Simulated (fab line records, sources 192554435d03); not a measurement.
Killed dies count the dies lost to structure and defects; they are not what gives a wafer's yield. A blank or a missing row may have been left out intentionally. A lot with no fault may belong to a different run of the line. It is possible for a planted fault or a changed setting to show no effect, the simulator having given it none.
Chamber matching ; flow n5_finfet ; N5_DUMMY_GATE_STRIP_41 on rie_diel-01: 4 sister chambers
The step strips in O2. 4 wafers are shown with their chamber, then 9 later ones without.

## EACH WAFER AND ITS CHAMBER
wafer;chamber;drypump_motor_current_A (A)
L075.5;1;5.8
L084.3;0;6.0
L084.5;3;4.9
L084.6;2;6.3

## WAFERS WITH NO CHAMBER GIVEN
wafer;drypump_motor_current_A (A)
L085.2;6.0
L085.4;6.3
L085.6;5.8
L088.2;6.4
L088.3;5.8
L088.5;6.4
L092.1;4.9
L092.4;6.0
L092.6;4.8

## THE CHAMBER EACH PASSED THROUGH
wafer;from the rows above;in truth
L085.2;0;0
L085.4;2;2
L085.6;1;1
L088.2;2;2
L088.3;1;1
L088.5;2;2
L092.1;3;3
L092.4;0;0
L092.6;3;3
9 of 9 placed correctly. From these rows, 0 cannot be placed. Number placed wrongly: 0.
How it was worked out, from the rows above alone: a wafer's distance from a chamber is the root of the sum, over the readings, of the square of ((its reading less the chamber's mean) divided by the reading's scatter). The wafer belongs to the nearest chamber; if the next one is less than 2 further off, it can't be placed. For every chamber, the mean is computed from those of its wafers that are shown. The scatter (one wafer shown for each chamber): square how far every hidden wafer sits from the nearest shown wafer, average those squares and take the square root.
